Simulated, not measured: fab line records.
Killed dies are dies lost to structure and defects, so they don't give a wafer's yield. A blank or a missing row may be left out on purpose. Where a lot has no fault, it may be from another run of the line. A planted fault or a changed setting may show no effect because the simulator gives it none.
fab line records	flow n5-finfet
[record] lots = 4	wafers = 12	last-day = 18
route steps=1938 shown SD_EPI_P@299 SD_ACTIVATION@330 ILD0@335 PASSIVATION@1936
lots that met no fault: taken from a fault-free run of the same line
start-h: hours from the record's opening day to when the first of the lot's shown wafers began	wait-h: hours since the lot's step before	" identical to the entry in the row above	L1.1+2: one row covering several wafers at once	- value missing, or start not given	* or withheld: withheld	< > ~ a bound
route shown NAME@n: NAME is a module with steps in the file, n the number in the route of the first one	usual: mean/standard deviation of fault-free wafers	same: alike in all rows	chamber/n: place in a boat	sites: the reading at each site	_std_site: the values' standard deviation	_edge_site: mean of outer sites minus mean of inner sites	radius-mm: for every site, how far away it sits from the centre of the wafer	mask NAME#n: copy n	behind: the most recent tool/chamber to have shaped the wafer	hold: why the lot went on hold/how many hours it stayed there/how the hold came to an end	device: the transistor (n, p or np) that didn't switch	end of line: tests of these same wafers at the route's end	a step with no rows: only its recipe	killed: the dies lost at the first sort to structure and to defects; this is not the yield of the wafer	map: per-die view of a wafer (x killed, . not killed, _ where there is no die)
set.NAME: the setting that was run; set.NAME@STEP: the one run at that earlier step	model.NAME: the simulator's own value behind a step, which no gauge read
lots seen at some steps along the route; tables by step, rows by wafer
services: a tool's chamber out of use, with start hour (start-h, from the record's first day; less than 0 if before it), hours out, and reason
[[steps]]
[step N5_SD_EPI_P_SOFTBAKE_04]
[recipe] temp-c = 110	time-s = 60	resist = CAR-ArF-block
[step N5_SD_EPI_P_EXPOSE_06]
[recipe] mask-id = SD_P_BLK	na = 1.35	source-shape = conventional	sigma-outer = 0.8	polarization = unpolarized	target-cd-nm = 240	dose-mj = 39.5
[step N5_SD_EPI_P_PEB_07]
[recipe] peb-temp-c = 110	peb-time-s = 60	resist = CAR-ArF-block
[step N5_SD_EPI_P_DEVELOP_08]
[recipe] develop-time-s = 30	developer = TMAH	resist = CAR-ArF-block	dev-temp-c = 23	rinse-liquid = diw	dry = air-spin
[step N5_SD_EPI_P_DESCUM_14]
[recipe] chemistry = O2	time-s = 7.9	source-power-w = 50	bias-power-w = 20	pressure-mtorr = 20	rf-frequency-hz = 2.712e+07	temp-c = 40	resist = CAR-ArF-block	o2-flow-sccm = 225
[step N5_SD_EPI_P_ETCH_36]
[recipe] chemistry = CF4	target = SiARC	target-depth-a = 455	mask-material = CAR-ArF-block	time-s = 75.8	ion-energy-ev = 80	pressure-mtorr = 40	source-w = 545	bias-w = 36	Ar_flow_sccm = 100	cf4-flow-sccm = 100	ends = cleared
[step N5_SD_EPI_P_ETCH_37]
[recipe] chemistry = N2/H2	target = SOC	overetch-a = 1080	mask-material = SiARC	temp-c = 40	ion-energy-ev = 100	source-w = 3000	bias-w = 133	pressure-mtorr = 20	time-s = 486	n2-flow-sccm = 200	h2-flow-sccm = 200	ends = end-point
[step N5_SD_EPI_P_STRIP_38]
[recipe] chemistry = N2/H2	temp-c = 40	n2-flow-sccm = 200	h2-flow-sccm = 200	rf-frequency-hz = 6e+07
[step N5_SD_EPI_P_ETCHBACK_46]
[recipe] chemistry = CH3F/O2	mode = anisotropic-etchback	target = SiNx	target-depth-a = 175	stop-on = SiO2	over-etch-frac = 0.3	ion-energy-ev = 120	pressure-mtorr = 30	source-w = 395	bias-w = 73	Ar_flow_sccm = 150	CH3F_flow_sccm = 30	O2_flow_sccm = 20
[step N5_SD_EPI_P_ETCH_47]
[recipe] chemistry = CH3F/O2	target = SiOCN	target-depth-a = 250	mask-material = SOC	ion-energy-ev = 60	bias-w = 29	pressure-mtorr = 30	source-w = 410	Ar_flow_sccm = 150	CH3F_flow_sccm = 30	O2_flow_sccm = 20
[usual] bias-w = 29.01/0.073	drypump-motor-current-A = 5.8/0.48	oes-product-au = 0.80/0.072	rf-fwd-power-W = 408.5/1.2	rf-vpp-V = 127.7/1.5	showerhead-plenum-p-Torr = 2.01/0.059	throttle-valve-pct = 16.17/0.16
lot.wafer	tool	chamber	start-h	wait-h	bias-w	drypump-motor-current-A	oes-product-au	rf-fwd-power-W	rf-hours-counter-h	rf-vpp-V	showerhead-plenum-p-Torr	throttle-valve-pct
L900.2	rie-diel-06	0	77.46	0.1	29.10	6.2	0.72	409.4	198	126.1	1.99	16.15
L900.3	"	3	"	"	28.92	5.8	0.82	408.6	77	127.4	1.95	16.40
L900.5	"	1	"	"	28.91	5.2	0.85	410.2	-	128.8	1.95	16.17
L901.1	rie-diel-06	3	86.11	0.1	29.07	5.9	0.82	408.4	79	126.5	1.94	16.41
L901.2	"	2	"	"	28.99	6.6	0.72	409.8	216	126.2	1.97	16.52
L901.3	"	1	"	"	28.95	5.2	0.84	407.2	66	130.0	1.94	16.19
L904.2	rie-diel-06	2	103.80	0.1	28.91	6.6	0.70	409.4	220	127.4	1.97	16.53
L904.3	"	3	"	"	29.00	5.8	0.82	407.1	83	127.7	1.94	16.40
L904.4	"	0	"	"	28.92	6.2	0.72	409.5	204	125.0	1.99	16.19
L916.1	rie-diel-05	3	174.13	0.1	28.89	5.8	0.76	407.7	141	126.8	2.08	16.00
L916.3	"	1	"	"	29.02	6.0	0.75	409.4	152	125.0	1.99	16.07
L916.6	"	3	"	"	29.02	5.8	0.76	409.7	-	128.7	2.08	16.00
[step N5_SD_EPI_P_ETCH_16]
[recipe] chemistry = CHF3/O2	target = SiO2	target-depth-a = 50	mask-material = SOC	pressure-mtorr = 30	source-w = 650	bias-w = 170	Ar_flow_sccm = 200	CHF3_flow_sccm = 50	O2_flow_sccm = 5	ion-energy-ev = 200
[step N5_SD_EPI_P_STRIP_50]
[recipe] chemistry = CHF3/O2	resist = SiARC	rf-frequency-hz = 6e+07
[step N5_SD_EPI_P_SD_RECESS_17]
[recipe] chemistry = HBr/Cl2/O2	target-depth-a = 391	bt-time-s = 3	pressure-mtorr = 10	icp-w = 800	bias-w = 112	HBr_flow_sccm = 150	Cl2_flow_sccm = 80	O2_flow_sccm = 12
[step N5_SD_EPI_P_WET_ETCH_45]
[recipe] chemistry = dHF	dilution = withheld	time-s = 10.7	target = SiO2	target-depth-a = 20	temp-c = 25	dry = ipa-marangoni	rinse-time-s = 30	rinse-temp-c = 23
[step N5_SD_EPI_P_STRIP_40]
[recipe] chemistry = N2/H2	power-w = 1000	temp-c = 250	h2-frac = 0.65	overash-fraction = 0.3	pressure-mtorr = withheld	n2-flow-sccm = 1750	h2-flow-sccm = 3250
[step N5_SD_EPI_P_PRECLEAN_52]
[recipe] chemistry = O3/DIW	time-s = 60	temp-c = 22	o3-ppm = 10
[step N5_SD_EPI_P_SRD_20]
[recipe] dry = ipa-marangoni	do-ppb = 5	time-s = 30	temp-c = 23	rinse-liquid = diw
[step N5_SD_EPI_P_PRECLEAN_51]
[recipe] chemistry = NF3:NH3	afs-cycles = 1	temp-c = 30	time-s = 20	sublimation-temp-c = 180	sublimation-time-s = 60	pressure-torr = 3	rf-power-w = 30
[step N5_SD_EPI_P_VAPOR_ETCH_44]
[recipe] chemistry = NF3/Ar	target = SiGe30	temp-c = 25	time-s = 3.3	mode = isotropic
[step N5_SD_EPI_P_EPI_21]
[recipe] material = SiGe:B	dopant = B	temp-c = 550	pressure-torr = 20	ambient = H2	time-s = 355
[step N5_SD_EPI_P_HM_STRIP_48]
[recipe] chemistry = H3PO4	temp-c = 160	material = SiNx	target = SiNx	target-depth-a = 30	overetch-fraction = 0.3
[step N5_SD_EPI_P_SRD_49]
[recipe] dry = ipa-marangoni	time-s = 30	temp-c = 23	rinse-liquid = diw
[step N5_SD_EPI_P_PRECLEAN_24]
[recipe] chemistry = O3/DIW	time-s = 45	temp-c = 22	o3-ppm = 10
[step N5_SD_EPI_P_PRECLEAN_32]
[recipe] chemistry = dHF	time-s = 10	dilution = 500:1	temp-c = 25
[step N5_SD_EPI_P_PRECLEAN_33]
[recipe] chemistry = SC2	time-s = 45	temp-c = 35	mix = 1:1:50
[step N5_SD_EPI_P_SRD_25]
[recipe] time-s = 30	temp-c = 23	rinse-liquid = diw	dry = ipa-marangoni
[step N5_SD_EPI_P_INSPECT_26]
[recipe] inspect-instrument = darkfield	mode = post-epi
[usual] raw-defect-count = 173/39
lot.wafer	tool	chamber	start-h	wait-h	raw-defect-count
L900.2	defect-inspect-02	-	80.66	0.0	155
L900.3	"	-	"	"	179
L900.5	"	-	"	"	192
L901.1	defect-inspect-01	-	89.31	0.0	501
L901.2	"	-	"	"	513
L901.3	"	-	"	"	545
L904.2	defect-inspect-02	-	107.00	0.0	573
L904.3	"	-	"	"	493
L904.4	"	-	"	"	572
L916.1	defect-inspect-01	-	178.19	0.0	185
L916.3	"	-	"	"	153
L916.6	"	-	"	"	134
[step N5_SD_ACTIVATION_RTA_00]
[recipe] temp-c = 975	time-s = 0	ambient = N2	idle-temp-c = 600	ramp-up-c-per-s = 150	ramp-down-c-per-s = 60	cool-to-c = 600
[step N5_SD_ACTIVATION_LSA_01]
[recipe] temp-c = 1080	time-s = 0.0008	ambient = N2
[step N5_SD_ACTIVATION_INSPECT_02]
[recipe] inspect-instrument = darkfield	mode = post-anneal
[usual] raw-defect-count = 173/39
lot.wafer	tool	chamber	start-h	wait-h	raw-defect-count
L900.2	defect-inspect-02	-	81.59	0.1	150
L900.3	"	-	"	"	179
L900.5	"	-	"	"	203
L901.1	defect-inspect-01	-	90.07	0.2	513
L901.2	"	-	"	"	516
L901.3	"	-	"	"	553
L904.2	defect-inspect-02	-	107.75	0.1	592
L904.3	"	-	"	"	509
L904.4	"	-	"	"	566
L916.1	defect-inspect-02	-	179.00	0.2	179
L916.3	"	-	"	"	146
L916.6	"	-	"	"	133
[step N5_ILD0_LINER_00]
[recipe] material = SiNx	target-thk-a = 40	temp-c = 400	ald-precursor-family = SiH2I2	ald-co-reactant = N2/H2-plasma	pulse-time-s = 1	purge-time-s = 2	co-reactant-purge-time-s = 2	ald-cycles = 80	pressure-torr = 2
[step N5_PASSIVATION_PROBE_49]
[usual] killed_at_M0_to_M3 = 36/11	killed_at_M4_up = 14/5.6	killed-at-contacts = 11/5.6	killed-at-front-end = 40/12	killed-at-other = 4/3.2	killed-dies = 105/17	killed-open = 69/12	killed-short = 34/8.4
[same] gross-dies = 1180	killed-at-back-side = 0
lot.wafer	tool	chamber	start-h	wait-h	killed_at_M0_to_M3	killed_at_M4_up	killed-at-contacts	killed-at-front-end	killed-at-other	killed-dies	killed-open	killed-short
L901.1	prober-01	-	343.51	0.1	23	11	10	137	2	183	62	19
L901.2	prober-01	-	343.56	0.1	17	10	8	137	0	172	49	22
L901.3	prober-01	-	343.61	0.2	22	26	6	68	2	124	55	26
L904.2	prober-02	-	363.12	0.1	32	14	9	138	13	206	71	31
L904.3	prober-02	-	363.17	0.1	27	13	8	164	5	217	68	42
L904.4	prober-02	-	363.22	0.2	33	18	5	150	7	213	72	26
// killed by level:class
L901.1 SD_EPI_P:unspecified=102 DUMMY_GATE:geometric-particle:open=12 FIN_SAQP:geometric-particle:short=10 MOL_CONTACT_COAG:geometric-particle:open=9 BEOL_M2:geometric-particle:open=9 FIN_SAQP:geometric-particle:open=7 BEOL_M0_SAQP:geometric-particle:open=7 BEOL_M4:geometric-particle:open=5
L901.2 SD_EPI_P:unspecified=101 DUMMY_GATE:geometric-particle:open=8 FIN_SAQP:geometric-particle:open=5 FIN_SAQP:geometric-particle:short=5 MOL_CONTACT_COAG:geometric-particle:open=5 BEOL_M2:geometric-particle:open=4 STI_FIN_REVEAL:geometric-particle:open=4 BEOL_M7:geometric-particle:open=4
L901.3 SD_EPI_P:unspecified=41 FIN_SAQP:geometric-particle:short=8 BEOL_M8:geometric-particle:open=7 BEOL_M2:geometric-particle:open=7 BEOL_M5:geometric-particle:open=7 FIN_SAQP:geometric-particle:open=5 BEOL_M1:geometric-particle:open=5 MOL_CONTACT_COAG:geometric-particle:open=4
L904.2 SD_EPI_P:unspecified=103 BEOL_M1:geometric-particle:open=11 MOL_CONTACT_COAG:geometric-particle:open=9 FIN_SAQP:geometric-particle:open=7 STI_FIN_REVEAL:geometric-particle:open=7 MIM_TOP_ETCH:geometric-particle:short=7 BEOL_M0_SAQP:geometric-particle:open=5 BEOL_M1:geometric-particle:short=4
L904.3 SD_EPI_P:unspecified=107 FIN_SAQP:geometric-particle:open=15 STI_FIN_REVEAL:geometric-particle:open=11 FIN_SAQP:geometric-particle:short=10 MOL_CONTACT_COAG:geometric-particle:open=8 BEOL_M0_SAQP:geometric-particle:open=6 BEOL_M4:geometric-particle:open=6 BEOL_M0_SAQP:geometric-particle:short=5
L904.4 SD_EPI_P:unspecified=112 FIN_SAQP:geometric-particle:open=12 BEOL_M4:geometric-particle:open=10 STI_FIN_REVEAL:geometric-particle:open=9 BEOL_M1:geometric-particle:open=7 BEOL_M0_SAQP:geometric-particle:open=6 BEOL_M3:geometric-particle:open=4 MOL_CONTACT_COAG:geometric-particle:open=4
// map L901.1 (x killed, . not)
_________________............________________
______________.......x.........._____________
___________....................x...__________
__________.........x................_________
________.....x........................_______
_______.....xx.....x.............x.....______
______.x..x.......x............x........_____
_____xxxxx..........................x....____
____xxxxxxx.xxx............x..............___
___.xxxxxxxx.xx.....x...............x......__
___xxxxxxxxxxxxx...........x...x........x..__
__xxxxxxxxxxxx.x..x........x................_
__.xxxxxxxxxxxx.............x.........x....._
_xxxxxxxxxxxx.......x.........x..............
_.xxxxxxxxxxxx......x...........x...x........
_..xxxxxxxx..............x...................
_...xxx.xx.x.x..............x.......x........
_..x..x.....................x............xxx.
_.......xx...................................
_..............................x.............
_.....x.x......xx.....xx....................x
__............x......x...........x.......x.._
__.............x..x..x......................_
___.......x........................x.......__
___.x...........................x..x.......__
____......x..........................x...x___
_____...xx........x......................____
______.................................._____
_______.x.x..x...x..................x..______
________...x.x...........x............_______
__________....x.x..................._________
___________.....x.....xx..x.....x..__________
______________.......x.........._____________
_________________............________________
// map L904.3 (x killed, . not)
_________________............________________
______________x.x.......x......._____________
___________...................x....__________
__________.....x....x..............._________
________.....x.....x...x...........x.._______
_______xx.....................x........______
______.xx........x......................_____
_____xx.x.xx..............x..............____
____xxxxxx.xxx.....xx.........xxx.......x.___
___xxxxxxxxx..xx...xx.......x......xxx.....__
___xxxxxxxxxxxx.x.....................xx...__
__xxxxxxxxxxxxx.....x.x.x............x.x...._
__.xxxxxxxxxxx..x.xx........................_
_xxxxxxxxxxxx.x.........xx...................
_x.xxxxxxxxxx.x...........x..x..........x....
_.x.xxxxxxxxx.........x......................
_.x.x.xx.xx.x................................
_.x..xx......x......x..x.....x...............
_....x........................x.............x
_x.x.........x.x.....x...................x...
_.....x.........x...x................xx......
__........x.....x............x.x.......x...._
__x.................x......................._
___............xx.......x.x...........x....__
___.....x......x..............xxx....x.....__
____........x.................x..xxx......___
_____...x................................____
______x.........x.x.x....x.x........x..._____
_______.....................x...x..x...______
________......x......x................_______
__________x................x.....x.._________
___________x.........x..x..........__________
______________......x......x...x_____________
_________________x..x........________________
[[services]]
tool	chamber	start-h	hours	kind
rie-diel-05	2	55.74	-	clean
rie-diel-05	2	55.74	-	consumable-replace:focus-ring
rie-diel-05	2	55.74	18.1	scheduled-down
rie-diel-05	2	55.74	18.1	vent-cycle
rie-diel-06	2	128.81	12.8	repair
rie-diel-06	-	143.51	0.7	repair
[[key]]
[first-sign] step = N5_SD_EPI_P_INSPECT_26	reading = raw-defect-count	direction = up	sigmas = 9.2	usual = 173	struck = 533
[effect] step = N5_SD_ACTIVATION_INSPECT_02	reading = raw-defect-count	direction = up	sigmas = 9.3	usual = 173	struck = 542
[effect] step = N5_PASSIVATION_PROBE_49	reading = killed-at-front-end	direction = up	sigmas = 7.7	usual = 40	struck = 132
[more-kills-born-at] N5_SD_EPI_P_ETCH_47@rie-diel-06 = 566
met-at N5_SD_EPI_P_ETCH_47
struck-wafers L901.1,L901.2,L901.3,L904.2,L904.3,L904.4
tester-left-out L901,L904
onset-between 77.46 86.11
[fault] kind = chamber-particle-source	tool = rie-diel-06	chamber = -	onset-h = 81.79	steps = N5_SD_EPI_P_ETCH_47	rate-per-visit-cm2 = 0.56939	end-h = 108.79
// tester-left-out: of these lots the tester's yield and bins aren't shown, on N5 and GAA mostly nor the transistor test; their killed dies are dies lost to structure and defects alone, not to doping, threshold or leakage, so they don't give the yield
